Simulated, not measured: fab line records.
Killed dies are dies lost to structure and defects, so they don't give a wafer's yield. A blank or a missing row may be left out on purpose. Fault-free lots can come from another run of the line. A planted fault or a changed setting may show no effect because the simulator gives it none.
fab line records	flow nand_harc
[record] lots = 24	wafers = 72	last_day = 34
route steps=1302 shown A_CHANNEL_HOLE_D2@594 A_CHANNEL_FILL_D2@615
lots that met no fault: from a run of the same line without faults
start_h: start of the lot's first displayed wafer, in hours after the record's first day	wait_h: hours from the lot's prior step to this one	" unchanged from the row above	L1.1+2: a single row standing in for several wafers	- no value, or no start was given	* or withheld: withheld	< > ~ a bound
route shown NAME@n: a module of which the file shows steps, and the number in the route of the first	usual: mean/standard deviation taken from wafers without a fault	same: alike in all rows	chamber/n: place in a boat	sites: each site's reading	_std_site: the values' standard deviation	_edge_site: inner sites' mean taken away from outer sites' mean	radius_mm: for every site, how far away it sits from the centre of the wafer	mask NAME#n: copy n	behind: the last tool/chamber to shape the wafer	hold: cause of the lot's hold/its duration in hours/its outcome	device: transistor that didn't switch, given as n, p or np	end of line: at the end of the route, the tests of the same wafers	for a step that has no rows: nothing shown but its recipe	killed: the dies lost at the first sort to structure and to defects; this is not the yield of the wafer	map: a wafer's dies, marking killed ones x, the rest . and places with no die _
set.NAME: the setting that was run; set.NAME@STEP: the one run at that earlier step	model.NAME: the simulator's own value behind a step, which no gauge read
one table for each step of the route and one row for each wafer, over a sample of lots
services: from which hour (start_h, from the record's first day; less than 0 if before it) a tool's chamber was out of use, for how many hours, and why
[[steps]]
[step NHARC_A_CHANNEL_HOLE_D2_ETCH_22]
[recipe] bias_v = 3000	source_w = withheld	pressure_mtorr = 20	time_s = 666.7	ar_flow_sccm = 375	c4f8_flow_sccm = 89.3	o2_flow_sccm = 35.7	temp_c = -20	target_depth_a = 16000	chemistry = C4F8/O2/Ar
[usual] drypump_motor_current_A = 5.5/0.45	showerhead_plenum_p_Torr = 3.70/0.14	throttle_valve_pct = 32.156/0.0095
lot.wafer	tool	chamber	start_h	wait_h	drypump_motor_current_A	rf_hours_counter_h	showerhead_plenum_p_Torr	throttle_valve_pct
L074.1	har_etch-02	1	284.18	0.4	6.1	359	3.61	32.171
L074.2	"	0	"	"	4.9	359	3.57	32.142
L074.3	"	0	"	"	4.9	-	3.58	32.160
L075.2	har_etch-01	1	310.16	0.4	5.2	147	3.70	32.149
L075.3	"	0	"	"	5.7	-	3.63	32.138
L075.6	"	1	"	"	5.2	-	3.70	32.156
L076.1	har_etch-02	0	313.87	0.4	4.9	371	3.57	32.154
L076.6	"	0	"	"	5.0	-	3.57	32.159
L076.5	"	1	"	"	6.1	-	3.60	32.156
L078.3	har_etch-02	0	325.68	0.4	4.9	-	3.56	32.145
L078.5	"	0	"	"	4.9	-	3.56	32.142
L078.6	"	1	"	"	6.1	-	3.60	32.164
L077.4	har_etch-01	1	335.97	0.4	5.2	-	3.69	32.147
L077.3	"	0	"	"	5.6	-	3.62	32.158
L077.5	"	0	"	"	5.6	-	3.62	32.155
L079.1	har_etch-02	0	337.72	0.4	4.9	390	3.56	32.169
L079.5	"	1	"	"	6.1	-	3.59	32.167
L079.6	"	0	"	"	4.9	-	3.56	32.160
L081.2	har_etch-02	0	353.42	0.4	4.9	398	3.55	32.161
L081.4	"	1	"	"	6.1	-	3.59	32.155
L081.3	"	0	"	"	4.9	-	3.55	32.151
L080.1	har_etch-02	1	361.57	0.4	6.1	402	3.59	32.146
L080.4	"	0	"	"	4.9	-	3.55	32.156
L080.5	"	0	"	"	4.9	-	3.55	32.165
L084.2	har_etch-01	1	379.46	0.4	5.2	188	3.67	32.166
L084.1	"	0	"	"	5.7	188	3.61	32.154
L084.6	"	0	"	"	5.6	-	3.61	32.155
L082.2	har_etch-01	1	383.71	0.4	5.2	192	3.67	32.145
L082.3	"	0	"	"	5.6	-	3.61	32.162
L082.5	"	1	"	"	5.2	-	3.67	32.159
L083.2	har_etch-02	0	395.37	0.4	4.9	1	3.93	32.158
L083.1	"	1	"	"	6.2	1	3.93	32.148
L083.4	"	1	"	"	6.1	-	3.93	32.162
L086.1	har_etch-01	0	400.25	0.4	5.6	207	3.60	32.152
L086.4	"	0	"	"	5.6	-	3.60	32.169
L086.5	"	0	"	"	5.6	-	3.60	32.154
L085.2	har_etch-02	1	403.42	0.4	6.0	8	3.93	32.154
L085.4	"	1	"	"	6.1	-	3.93	32.153
L085.5	"	1	"	"	6.1	-	3.93	32.162
L087.2	har_etch-01	1	419.96	0.4	5.2	219	3.66	32.161
L087.1	"	0	"	"	5.7	219	3.59	32.139
L087.3	"	0	"	"	5.7	-	3.59	32.151
L089.1	har_etch-01	0	449.44	0.4	5.7	234	3.59	32.157
L089.3	"	0	"	"	5.7	-	3.59	32.155
L089.5	"	1	"	"	5.2	-	3.65	32.169
L088.2	har_etch-02	1	449.64	0.4	6.1	31	3.92	32.138
L088.3	"	0	"	"	4.9	-	3.92	32.159
L088.5	"	0	"	"	4.9	-	3.92	32.162
L090.4	har_etch-01	1	455.35	0.4	5.2	-	3.65	32.161
L090.3	"	0	"	"	5.7	-	3.58	32.156
L090.5	"	0	"	"	5.7	-	3.58	32.144
L091.1	har_etch-02	0	455.60	0.4	4.9	35	3.91	32.149
L091.2	"	1	"	"	6.1	35	3.91	32.165
L091.6	"	0	"	"	4.9	-	3.91	32.158
L092.2	har_etch-02	0	478.42	0.4	4.9	47	3.91	32.163
L092.6	"	0	"	"	4.9	-	3.91	32.153
L092.5	"	1	"	"	6.1	-	3.91	32.152
L093.1	har_etch-01	1	489.52	0.4	5.2	261	3.63	32.140
L093.4	"	0	"	"	5.6	-	3.57	32.173
L093.5	"	1	"	"	5.2	-	3.63	32.166
L094.1	har_etch-01	1	499.36	0.4	5.2	265	3.63	32.139
L094.3	"	0	"	"	5.7	-	3.57	32.160
L094.4	"	1	"	"	5.2	-	3.63	32.154
L095.2	har_etch-02	0	499.51	0.4	4.9	62	3.90	32.139
L095.3	"	0	"	"	4.9	-	3.90	32.142
L095.6	"	0	"	"	4.9	-	3.90	32.143
L096.4	har_etch-01	1	519.64	0.4	5.2	-	3.63	32.151
L096.6	"	1	"	"	5.2	-	3.63	32.154
L096.5	"	0	"	"	5.6	-	3.56	32.155
L097.2	har_etch-02	1	532.97	0.4	6.1	77	3.89	32.155
L097.1	"	0	"	"	4.9	77	3.89	32.153
L097.4	"	0	"	"	4.9	-	3.89	32.156
[step NHARC_A_CHANNEL_HOLE_D2_ETCH_23]
[recipe] bias_v = 5000	source_w = withheld	pressure_mtorr = 20	time_s = 819	ar_flow_sccm = 375	c4f8_flow_sccm = 89.3	o2_flow_sccm = 35.7	temp_c = -20	target_depth_a = 16000	chemistry = C4F8/O2/Ar
[usual] drypump_motor_current_A = 5.5/0.45	showerhead_plenum_p_Torr = 3.70/0.14	throttle_valve_pct = 32.154/0.0092
lot.wafer	tool	chamber	start_h	wait_h	drypump_motor_current_A	rf_hours_counter_h	showerhead_plenum_p_Torr	throttle_valve_pct
L074.1	har_etch-02	1	284.74	0.5	6.1	360	3.61	32.149
L074.2	"	0	"	"	4.9	360	3.57	32.148
L074.3	"	0	"	"	4.9	-	3.57	32.149
L075.2	har_etch-01	1	310.75	0.5	5.2	147	3.70	32.154
L075.3	"	0	"	"	5.7	-	3.63	32.180
L075.6	"	1	"	"	5.2	-	3.70	32.153
L076.1	har_etch-02	0	314.44	0.5	4.9	372	3.57	32.150
L076.6	"	0	"	"	4.9	-	3.57	32.155
L076.5	"	1	"	"	6.1	-	3.60	32.144
L078.3	har_etch-02	0	326.29	0.5	4.9	-	3.56	32.144
L078.5	"	0	"	"	4.9	-	3.56	32.148
L078.6	"	1	"	"	6.1	-	3.60	32.137
L077.4	har_etch-01	1	336.58	0.5	5.2	-	3.69	32.178
L077.3	"	0	"	"	5.6	-	3.62	32.151
L077.5	"	0	"	"	5.6	-	3.62	32.139
L079.1	har_etch-02	0	338.30	0.5	4.9	391	3.56	32.140
L079.5	"	1	"	"	6.1	-	3.59	32.150
L079.6	"	0	"	"	4.9	-	3.56	32.148
L081.2	har_etch-02	0	354.02	0.5	4.9	399	3.55	32.141
L081.4	"	1	"	"	6.1	-	3.59	32.160
L081.3	"	0	"	"	4.9	-	3.55	32.170
L080.1	har_etch-02	1	362.14	0.5	6.1	402	3.59	32.150
L080.4	"	0	"	"	4.9	-	3.55	32.156
L080.5	"	0	"	"	5.0	-	3.55	32.161
L084.2	har_etch-01	1	380.03	0.5	5.2	189	3.67	32.153
L084.1	"	0	"	"	5.6	189	3.61	32.146
L084.6	"	0	"	"	5.6	-	3.61	32.152
L082.2	har_etch-01	1	384.31	0.5	5.2	193	3.67	32.160
L082.3	"	0	"	"	5.6	-	3.61	32.171
L082.5	"	1	"	"	5.2	-	3.67	32.148
L083.2	har_etch-02	0	395.93	0.5	4.9	1	3.93	32.156
L083.1	"	1	"	"	6.1	1	3.93	32.149
L083.4	"	1	"	"	6.1	-	3.93	32.165
L086.1	har_etch-01	0	400.84	0.5	5.6	208	3.60	32.146
L086.4	"	0	"	"	5.6	-	3.60	32.147
L086.5	"	0	"	"	5.6	-	3.60	32.161
L085.2	har_etch-02	1	404.01	0.5	6.1	9	3.93	32.151
L085.4	"	1	"	"	6.1	-	3.93	32.157
L085.5	"	1	"	"	6.1	-	3.93	32.149
L087.2	har_etch-01	1	420.51	0.5	5.2	219	3.66	32.155
L087.1	"	0	"	"	5.6	219	3.59	32.167
L087.3	"	0	"	"	5.6	-	3.59	32.150
L089.1	har_etch-01	0	450.03	0.5	5.7	234	3.59	32.163
L089.3	"	0	"	"	5.7	-	3.59	32.147
L089.5	"	1	"	"	5.2	-	3.65	32.154
L088.2	har_etch-02	1	450.23	0.5	6.1	32	3.92	32.151
L088.3	"	0	"	"	5.0	-	3.92	32.158
L088.5	"	0	"	"	4.9	-	3.92	32.158
L090.4	har_etch-01	1	455.97	0.5	5.2	-	3.65	32.149
L090.3	"	0	"	"	5.6	-	3.58	32.156
L090.5	"	0	"	"	5.6	-	3.58	32.167
L091.1	har_etch-02	0	456.18	0.5	4.9	36	3.91	32.157
L091.2	"	1	"	"	6.1	36	3.91	32.157
L091.6	"	0	"	"	4.9	-	3.91	32.149
L092.2	har_etch-02	0	478.99	0.5	4.9	47	3.91	32.164
L092.6	"	0	"	"	5.0	-	3.91	32.169
L092.5	"	1	"	"	6.1	-	3.91	32.162
L093.1	har_etch-01	1	490.09	0.5	5.2	261	3.63	32.149
L093.4	"	0	"	"	5.6	-	3.57	32.148
L093.5	"	1	"	"	5.2	-	3.63	32.162
L094.1	har_etch-01	1	499.95	0.5	5.2	265	3.63	32.152
L094.3	"	0	"	"	5.6	-	3.57	32.155
L094.4	"	1	"	"	5.2	-	3.63	32.165
L095.2	har_etch-02	0	500.09	0.5	4.9	62	3.90	32.158
L095.3	"	0	"	"	4.9	-	3.90	32.154
L095.6	"	0	"	"	4.9	-	3.90	32.153
L096.4	har_etch-01	1	520.25	0.5	5.2	-	3.63	32.138
L096.6	"	1	"	"	5.2	-	3.63	32.156
L096.5	"	0	"	"	5.6	-	3.56	32.149
L097.2	har_etch-02	1	533.53	0.5	6.1	78	3.89	32.160
L097.1	"	0	"	"	4.9	78	3.89	32.145
L097.4	"	0	"	"	4.9	-	3.89	32.166
[step NHARC_A_CHANNEL_HOLE_D2_ETCH_27]
[recipe] bias_v = 400	source_w = 2000	pressure_mtorr = 25	time_s = 90	ar_flow_sccm = 375	c4f8_flow_sccm = 41.7	o2_flow_sccm = 83.3	temp_c = -20	target_depth_a = 4000	chemistry = C4F8/O2/Ar
[usual] drypump_motor_current_A = 5.5/0.45	showerhead_plenum_p_Torr = 3.74/0.15	throttle_valve_pct = 27.618/0.0092
lot.wafer	tool	chamber	start_h	wait_h	drypump_motor_current_A	rf_hours_counter_h	showerhead_plenum_p_Torr	throttle_valve_pct
L074.1	har_etch-02	1	287.31	0.2	6.1	362	3.64	27.626
L074.2	"	0	"	"	4.9	362	3.61	27.610
L074.3	"	0	"	"	4.9	-	3.61	27.612
L075.2	har_etch-01	1	313.23	0.2	5.2	150	3.73	27.619
L075.3	"	0	"	"	5.6	-	3.67	27.637
L075.6	"	1	"	"	5.2	-	3.73	27.605
L076.1	har_etch-02	0	316.99	0.2	4.9	374	3.60	27.613
L076.6	"	0	"	"	5.0	-	3.60	27.605
L076.5	"	1	"	"	6.1	-	3.64	27.621
L078.3	har_etch-02	0	328.68	0.2	5.0	-	3.60	27.601
L078.5	"	0	"	"	4.9	-	3.60	27.617
L078.6	"	1	"	"	6.1	-	3.63	27.626
L077.4	har_etch-01	1	338.96	0.2	5.2	-	3.72	27.619
L077.3	"	0	"	"	5.6	-	3.66	27.608
L077.5	"	0	"	"	5.6	-	3.66	27.627
L079.1	har_etch-02	0	340.76	0.2	5.0	393	3.59	27.617
L079.5	"	1	"	"	6.1	-	3.63	27.631
L079.6	"	0	"	"	4.9	-	3.59	27.611
L081.2	har_etch-02	0	356.50	0.2	4.9	401	3.59	27.617
L081.4	"	1	"	"	6.1	-	3.62	27.631
L081.3	"	0	"	"	4.9	-	3.59	27.597
L080.1	har_etch-02	1	364.68	0.2	6.1	405	3.62	27.631
L080.4	"	0	"	"	4.9	-	3.59	27.612
L080.5	"	0	"	"	4.9	-	3.59	27.614
L084.2	har_etch-01	1	382.56	0.2	5.2	191	3.71	27.614
L084.1	"	0	"	"	5.6	191	3.65	27.607
L084.6	"	0	"	"	5.6	-	3.65	27.633
L082.2	har_etch-01	1	386.75	0.2	5.2	195	3.71	27.624
L082.3	"	0	"	"	5.6	-	3.64	27.595
L082.5	"	1	"	"	5.2	-	3.71	27.610
L083.2	har_etch-02	0	398.45	0.2	4.9	4	3.98	27.615
L083.1	"	1	"	"	6.1	4	3.98	27.623
L083.4	"	1	"	"	6.1	-	3.98	27.620
L086.1	har_etch-01	0	403.30	0.2	5.7	210	3.64	27.612
L086.4	"	0	"	"	5.7	-	3.64	27.625
L086.5	"	0	"	"	5.7	-	3.64	27.628
L085.2	har_etch-02	1	406.46	0.2	6.1	11	3.97	27.613
L085.4	"	1	"	"	6.1	-	3.97	27.618
L085.5	"	1	"	"	6.1	-	3.97	27.616
L087.2	har_etch-01	1	423.05	0.2	5.2	222	3.69	27.624
L087.1	"	0	"	"	5.6	222	3.63	27.631
L087.3	"	0	"	"	5.6	-	3.63	27.623
L089.1	har_etch-01	0	452.48	0.2	5.6	237	3.62	27.602
L089.3	"	0	"	"	5.6	-	3.62	27.621
L089.5	"	1	"	"	5.2	-	3.69	27.625
L088.2	har_etch-02	1	452.69	0.2	6.1	34	3.96	27.615
L088.3	"	0	"	"	4.9	-	3.96	27.612
L088.5	"	0	"	"	4.9	-	3.96	27.609
L090.4	har_etch-01	1	458.35	0.2	5.2	-	3.68	27.598
L090.3	"	0	"	"	5.6	-	3.62	27.625
L090.5	"	0	"	"	5.6	-	3.62	27.617
L091.1	har_etch-02	0	458.71	0.2	4.9	38	3.96	27.616
L091.2	"	1	"	"	6.1	38	3.96	27.606
L091.6	"	0	"	"	4.9	-	3.96	27.614
L092.2	har_etch-02	0	481.52	0.2	4.9	50	3.95	27.625
L092.6	"	0	"	"	4.9	-	3.95	27.607
L092.5	"	1	"	"	6.1	-	3.95	27.612
L093.1	har_etch-01	1	492.62	0.2	5.2	264	3.67	27.623
L093.4	"	0	"	"	5.6	-	3.61	27.624
L093.5	"	1	"	"	5.2	-	3.67	27.622
L094.1	har_etch-01	1	502.40	0.2	5.2	268	3.67	27.618
L094.3	"	0	"	"	5.7	-	3.60	27.613
L094.4	"	1	"	"	5.2	-	3.67	27.616
L095.2	har_etch-02	0	502.55	0.2	5.0	65	3.94	27.622
L095.3	"	0	"	"	5.0	-	3.94	27.616
L095.6	"	0	"	"	4.9	-	3.94	27.603
L096.4	har_etch-01	1	522.62	0.2	5.2	-	3.66	27.628
L096.6	"	1	"	"	5.2	-	3.66	27.622
L096.5	"	0	"	"	5.7	-	3.60	27.616
L097.2	har_etch-02	1	536.09	0.2	6.1	80	3.93	27.629
L097.1	"	0	"	"	4.9	80	3.93	27.631
L097.4	"	0	"	"	4.9	-	3.93	27.604
[step NHARC_A_CHANNEL_HOLE_D2_XSEM_32]
[recipe] landing_energy_ev = 35000
[usual] bot_cd_nm = 74.5/0.96	bow_nm = 8.58/0.27	tilt_deg = 0.08/0.041
lot.wafer	tool	chamber	start_h	wait_h	bot_cd_nm	bow_nm	tilt_deg
L074.1	xsem-02	0	288.96	0.1	74.2	8.78	0.11
L074.2	"	0	"	"	73.3	8.89	0.11
L074.3	"	0	"	"	75.4	8.96	0.11
L075.2	xsem-02	0	314.84	0.1	72.9	8.88	0.14
L075.3	"	0	"	"	74.6	8.82	0.14
L075.6	"	0	"	"	74.3	8.84	0.14
L076.1	xsem-01	0	318.61	0.1	73.7	8.08	0.11
L076.5	"	0	"	"	74.1	8.11	0.11
L076.6	"	0	"	"	74.4	8.06	0.11
L078.3	xsem-02	0	330.30	0.1	73.3	8.47	0.09
L078.5	"	0	"	"	73.6	8.52	0.09
L078.6	"	0	"	"	74.2	8.46	0.09
L077.3	xsem-01	0	340.56	0.1	73.0	8.63	0.03
L077.4	"	0	"	"	74.0	8.59	0.03
L077.5	"	0	"	"	74.6	8.64	0.03
L079.1	xsem-02	0	342.37	0.1	76.2	8.55	0.10
L079.5	"	0	"	"	74.8	8.58	0.10
L079.6	"	0	"	"	72.7	8.49	0.10
L081.2	xsem-01	0	358.10	0.1	74.3	8.19	0.00
L081.3	"	0	"	"	73.5	8.21	0.00
L081.4	"	0	"	"	73.9	8.18	0.00
L080.1	xsem-02	0	366.32	0.1	74.6	8.54	0.05
L080.4	"	0	"	"	73.5	8.55	0.06
L080.5	"	0	"	"	75.1	8.57	0.06
L084.1	xsem-02	0	384.20	0.1	74.9	8.75	0.07
L084.2	"	0	"	"	73.2	8.77	0.07
L084.6	"	0	"	"	73.1	8.71	0.07
L082.2	xsem-01	0	388.37	0.1	76.4	8.30	0.08
L082.3	"	0	"	"	75.5	8.27	0.08
L082.5	"	0	"	"	75.1	8.34	0.08
L083.1	xsem-02	0	400.25	0.1	73.7	8.32	0.09
L083.2	"	0	"	"	76.0	8.31	0.09
L083.4	"	0	"	"	74.5	8.29	0.09
L086.1	xsem-01	0	404.90	0.1	75.1	9.04	0.02
L086.4	"	0	"	"	74.0	9.02	0.02
L086.5	"	0	"	"	73.7	9.05	0.02
L085.2	xsem-02	0	408.06	0.1	76.0	8.91	0.10
L085.4	"	0	"	"	75.0	8.92	0.10
L085.5	"	0	"	"	74.9	8.93	0.10
L087.1	xsem-01	0	424.67	0.1	74.9	9.15	0.06
L087.2	"	0	"	"	75.9	9.04	0.06
L087.3	"	0	"	"	75.1	9.12	0.06
L089.1	xsem-01	0	454.10	0.1	75.1	8.72	0.02
L089.3	"	0	"	"	74.8	8.63	0.02
L089.5	"	0	"	"	76.5	8.72	0.02
L088.2	xsem-02	0	454.30	0.1	73.8	8.61	0.05
L088.3	"	0	"	"	72.7	8.60	0.05
L088.5	"	0	"	"	74.0	8.48	0.05
L090.3	xsem-01	0	459.93	0.1	75.3	8.34	0.07
L090.4	"	0	"	"	74.8	8.33	0.08
L090.5	"	0	"	"	74.1	8.38	0.07
L091.1	xsem-02	0	460.35	0.1	75.9	8.34	0.04
L091.2	"	0	"	"	76.2	8.39	0.04
L091.6	"	0	"	"	77.0	8.41	0.04
L092.2	xsem-02	0	483.16	0.1	73.7	8.68	0.11
L092.5	"	0	"	"	75.5	8.60	0.11
L092.6	"	0	"	"	74.7	8.67	0.11
L093.1	xsem-02	0	494.26	0.1	73.3	8.24	0.04
L093.4	"	0	"	"	73.6	8.23	0.04
L093.5	"	0	"	"	74.7	8.25	0.04
L094.1	xsem-02	0	504.00	0.1	73.6	8.15	0.10
L094.3	"	0	"	"	75.4	8.13	0.10
L094.4	"	0	"	"	74.1	8.19	0.10
L095.2	xsem-01	0	504.15	0.1	73.4	8.84	0.13
L095.3	"	0	"	"	75.0	8.87	0.13
L095.6	"	0	"	"	75.9	8.89	0.13
L096.4	xsem-01	0	524.19	0.1	74.5	8.63	0.17
L096.5	"	0	"	"	75.1	8.57	0.16
L096.6	"	0	"	"	75.6	8.58	0.16
L097.1	xsem-01	0	537.71	0.1	73.0	8.82	0.05
L097.2	"	0	"	"	74.0	8.76	0.05
L097.4	"	0	"	"	73.8	8.81	0.05
[step NHARC_A_CHANNEL_FILL_D2_ALD_15]
[recipe] target_thk_a = 20	pulse_time_s = 60	ald_cycles = 19	temp_c = 630	pressure_torr = 2	material = SiNx
[usual] precursor_pulse_height_rel = 1.001/0.02
lot.wafer	tool	chamber	start_h	wait_h	precursor_pulse_height_rel
L074.1	ald_sin_batch-01	0	-	-	0.978
L074.2	"	0	"	"	1.022
L074.3	"	0	"	"	0.985
L075.2	ald_sin_batch-02	0	-	-	0.991
L075.3	"	0	"	"	1.033
L075.6	"	0	"	"	0.995
L076.1	ald_sin_batch-02	0	-	-	1.001
L076.5	"	0	"	"	1.002
L076.6	"	0	"	"	1.001
L078.3	ald_sin_batch-02	0	-	-	1.007
L078.5	"	0	"	"	0.989
L078.6	"	0	"	"	1.006
L077.3	ald_sin_batch-02	0	-	-	1.003
L077.4	"	0	"	"	0.973
L077.5	"	0	"	"	1.035
L079.1	ald_sin_batch-02	0	-	-	0.974
L079.5	"	0	"	"	1.014
L079.6	"	0	"	"	0.971
L081.2	ald_sin_batch-01	0	-	-	0.996
L081.3	"	0	"	"	1.028
L081.4	"	0	"	"	1.019
L080.1	ald_sin_batch-03	0	-	-	1.007
L080.4	"	0	"	"	0.984
L080.5	"	0	"	"	0.971
L084.1	ald_sin_batch-01	0	-	-	0.995
L084.2	"	0	"	"	0.985
L084.6	"	0	"	"	0.955
L082.2	ald_sin_batch-01	0	-	-	0.959
L082.3	"	0	"	"	1.007
L082.5	"	0	"	"	1.008
L083.1	ald_sin_batch-03	0	-	-	1.009
L083.2	"	0	"	"	1.052
L083.4	"	0	"	"	1.015
L086.1	ald_sin_batch-03	0	415.54	3.1	0.982
L086.4	"	0	"	"	1.014
L086.5	"	0	"	"	0.966
L085.2	ald_sin_batch-01	0	418.71	3.0	1.023
L085.4	"	0	"	"	1.034
L085.5	"	0	"	"	1.038
L087.1	ald_sin_batch-03	0	-	-	1.003
L087.2	"	0	"	"	0.995
L087.3	"	0	"	"	0.997
L088.2	ald_sin_batch-02	0	-	-	1.027
L088.3	"	0	"	"	1.029
L088.5	"	0	"	"	0.988
L089.1	ald_sin_batch-02	0	-	-	0.987
L089.3	"	0	"	"	1.031
L089.5	"	0	"	"	1.000
L090.3	ald_sin_batch-02	0	-	-	1.016
L090.4	"	0	"	"	0.972
L090.5	"	0	"	"	1.031
L091.1	ald_sin_batch-02	0	-	-	1.011
L091.2	"	0	"	"	0.985
L091.6	"	0	"	"	1.009
L092.2	ald_sin_batch-01	0	-	-	0.994
L092.5	"	0	"	"	1.025
L092.6	"	0	"	"	1.011
L093.1	ald_sin_batch-01	0	-	-	0.977
L093.4	"	0	"	"	1.017
L093.5	"	0	"	"	1.051
L094.1	ald_sin_batch-01	0	-	-	0.990
L094.3	"	0	"	"	0.980
L094.4	"	0	"	"	0.984
L095.2	ald_sin_batch-01	0	-	-	1.006
L095.3	"	0	"	"	0.979
L095.6	"	0	"	"	1.016
L096.4	ald_sin_batch-02	0	-	-	1.011
L096.5	"	0	"	"	1.015
L096.6	"	0	"	"	0.967
L097.1	ald_sin_batch-02	0	552.15	4.1	0.971
L097.2	"	0	"	"	1.012
L097.4	"	0	"	"	1.010
[step NHARC_A_CHANNEL_FILL_D2_ETCHBACK_20]
[recipe] target_depth_a = 270	time_s = 13.5	c4f8_flow_sccm = withheld	o2_flow_sccm = 8	ar_flow_sccm = withheld	rf_w = 600	bias_w = 1500	chemistry = C4F8/O2/Ar
[usual] oes_product_au = 0.978/0.028	rf_vpp_V = 979/7.6
lot.wafer	tool	chamber	start_h	wait_h	oes_product_au	rf_hours_counter_h	rf_vpp_V
L074.2	rie_diel-02	1	310.60	-	1.005	1.9	970
L074.3	"	2	"	"	0.988	2.2	986
L074.1	"	3	"	"	0.980	2.1	986
L075.3	rie_diel-02	3	343.28	-	1.002	2.6	985
L075.2	"	2	"	"	1.009	2.6	988
L075.6	"	0	"	"	0.995	-	969
L076.1	rie_diel-12	2	343.31	-	1.006	2.5	979
L076.5	"	3	"	"	0.997	-	971
L076.6	"	0	"	"	0.987	-	986
L078.3	rie_diel-12	0	355.25	-	0.988	2.9	989
L078.6	"	3	"	"	0.913	-	971
L078.5	"	0	"	"	0.993	-	987
L079.1	rie_diel-02	0	365.07	-	0.981	2.6	969
L079.6	"	0	"	"	0.987	-	970
L079.5	"	1	"	"	0.985	-	971
L077.3	rie_diel-12	1	365.07	-	1.019	3.3	984
L077.4	"	3	"	"	1.008	3.2	971
L077.5	"	0	"	"	0.998	-	987
L081.4	rie_diel-12	1	383.67	-	1.003	3.7	984
L081.3	"	3	"	"	1.000	3.8	972
L081.2	"	0	"	"	1.002	4.1	988
L080.4	rie_diel-12	3	391.17	-	1.003	3.9	972
L080.1	"	2	"	"	1.004	3.7	980
L080.5	"	3	"	"	0.994	-	971
L084.1	rie_diel-12	3	411.43	-	0.995	4.5	971
L084.2	"	1	"	"	1.002	4.6	984
L084.6	"	2	"	"	0.997	-	979
L082.3	rie_diel-02	0	411.44	-	0.987	0.2	968
L082.2	"	1	"	"	1.001	0.1	972
L082.5	"	3	"	"	0.999	-	986
L083.2	rie_diel-12	1	424.47	-	0.924	4.7	983
L083.1	"	2	"	"	0.928	4.6	980
L083.4	"	3	"	"	0.924	4.7	973
L086.1	rie_diel-12	1	430.50	-	0.994	4.8	985
L086.4	"	3	"	"	0.990	4.7	969
L086.5	"	0	"	"	0.987	-	986
L085.4	rie_diel-02	2	430.51	-	0.962	1.0	987
L085.2	"	3	"	"	0.957	1.3	986
L085.5	"	0	"	"	0.938	-	969
L087.2	rie_diel-02	2	449.14	-	0.997	1.4	991
L087.3	"	0	"	"	0.995	1.2	969
L087.1	"	1	"	"	0.995	1.1	969
L091.1	rie_diel-12	0	482.01	-	0.949	0.8	986
L091.2	"	1	"	"	0.970	0.7	985
L091.6	"	3	"	"	0.951	-	970
L089.1	rie_diel-02	2	482.01	-	0.961	2.5	988
L089.3	"	3	"	"	0.960	2.6	985
L089.5	"	1	"	"	0.963	-	971
L088.3	rie_diel-12	1	482.06	-	0.980	0.8	983
L088.2	"	3	"	"	0.979	1.1	971
L088.5	"	1	"	"	0.972	-	984
L090.4	rie_diel-11	1	482.08	-	0.996	8.3	982
L090.3	"	2	"	"	0.999	7.9	975
L090.5	"	1	"	"	1.011	-	982
L092.2	rie_diel-02	2	508.83	-	0.977	2.9	987
L092.5	"	2	"	"	0.969	-	988
L092.6	"	3	"	"	0.943	-	987
L093.4	rie_diel-02	3	521.85	-	1.012	3.1	986
L093.1	"	0	"	"	0.996	2.6	969
L093.5	"	2	"	"	0.999	-	988
L095.3	rie_diel-02	3	528.46	-	0.953	3.2	983
L095.2	"	0	"	"	0.973	2.8	969
L095.6	"	3	"	"	0.962	-	986
L094.3	rie_diel-12	3	528.47	-	0.904	3.1	972
L094.1	"	1	"	"	0.930	2.3	983
L094.4	"	1	"	"	0.931	-	984
L096.4	rie_diel-02	1	549.96	-	0.927	3.5	970
L096.6	"	2	"	"	0.919	-	987
L096.5	"	3	"	"	0.924	-	985
L097.4	rie_diel-02	0	567.03	-	0.986	4.2	970
L097.2	"	2	"	"	0.996	4.5	987
L097.1	"	3	"	"	0.998	4.7	986
[[services]]
tool	chamber	start_h	hours	kind
ald_sin_batch-02	-	266.17	26.0	pm
rie_diel-12	-	268.40	9.0	pm
rie_diel-11	-	272.53	0.1	repair
rie_diel-02	-	278.05	1.6	repair
rie_diel-11	2	280.80	1.5	repair
rie_diel-11	0	284.49	6.5	repair
rie_diel-12	-	308.74	0.1	repair
rie_diel-11	3	333.16	2.4	repair
rie_diel-12	3	348.06	6.7	repair
rie_diel-02	1	371.91	8.0	repair
xsem-01	-	374.00	14.0	pm
rie_diel-12	-	375.51	0.6	repair
har_etch-02	-	377.50	17.0	pm
rie_diel-11	2	388.25	7.2	repair
rie_diel-02	3	393.35	1.6	repair
rie_diel-02	-	393.70	9.0	pm
rie_diel-11	-	433.46	9.0	pm
rie_diel-12	1	436.61	1.8	repair
rie_diel-02	0	437.14	7.1	repair
rie_diel-12	-	445.40	9.0	pm
rie_diel-12	0	521.91	13.5	repair
ald_sin_batch-01	-	530.99	26.0	pm
rie_diel-12	3	534.97	7.7	repair
rie_diel-02	2	555.16	1.3	repair
[[key]]
fault none
